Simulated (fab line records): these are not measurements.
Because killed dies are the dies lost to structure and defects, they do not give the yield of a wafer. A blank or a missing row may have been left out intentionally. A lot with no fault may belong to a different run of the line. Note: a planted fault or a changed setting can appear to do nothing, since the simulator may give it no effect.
Matching of chambers :: flow nandHarc :: NHARC_A_STAIRCASE_ETCH_253 on rieDiel-11: 4 sister chambers
The step etches the open film in C4F8/O2, target depth 50 nm, time 20.2 s. 4 wafers are shown with their chamber, then 9 later ones without.

== EACH WAFER AND ITS CHAMBER ==
wafer: L080.4
chamber: 1
rfVppV (V): 890

wafer: L084.1
chamber: 2
rfVppV (V): 897

wafer: L084.2
chamber: 3
rfVppV (V): 894

wafer: L084.3
chamber: 0
rfVppV (V): 897

== WAFERS WITH NO CHAMBER GIVEN ==
wafer: L091.1
rfVppV (V): 897

wafer: L091.2
rfVppV (V): 888

wafer: L091.6
rfVppV (V): 893

wafer: L093.3
rfVppV (V): 897

wafer: L093.5
rfVppV (V): 895

wafer: L093.6
rfVppV (V): 896

wafer: L094.2
rfVppV (V): 895

wafer: L094.3
rfVppV (V): 896

wafer: L094.4
rfVppV (V): 897

== CHAMBER TAKEN BY EACH ==
wafer: L091.1
from the rows above: can't be placed: 0 or 2
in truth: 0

wafer: L091.2
from the rows above: 1
in truth: 1

wafer: L091.6
from the rows above: 3
in truth: 3

wafer: L093.3
from the rows above: can't be placed: 0 or 2
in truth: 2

wafer: L093.5
from the rows above: can't be placed: 3 or 0 or 2
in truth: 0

wafer: L093.6
from the rows above: can't be placed: 0 or 2 or 3
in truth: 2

wafer: L094.2
from the rows above: can't be placed: 3 or 0 or 2
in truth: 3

wafer: L094.3
from the rows above: can't be placed: 0 or 2 or 3
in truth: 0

wafer: L094.4
from the rows above: can't be placed: 0 or 2
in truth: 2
Correctly placed: 2 of 9. Unplaceable from these rows: 7, with the true chamber sitting among the candidates in 7. 0 placed wrongly.
How it was worked out, from the rows above alone: a wafer's distance from a chamber is the root of the sum, over the readings, of the square of ((its reading less the chamber's mean) divided by the reading's scatter). If the next closest chamber is less than 2 further off than the closest, the wafer can't be placed; otherwise it belongs to the closest. Each chamber's mean is taken over the wafers shown for it. The scatter: with one shown wafer a chamber, the root of the mean of the squares of how far each hidden wafer lies from its nearest shown one.
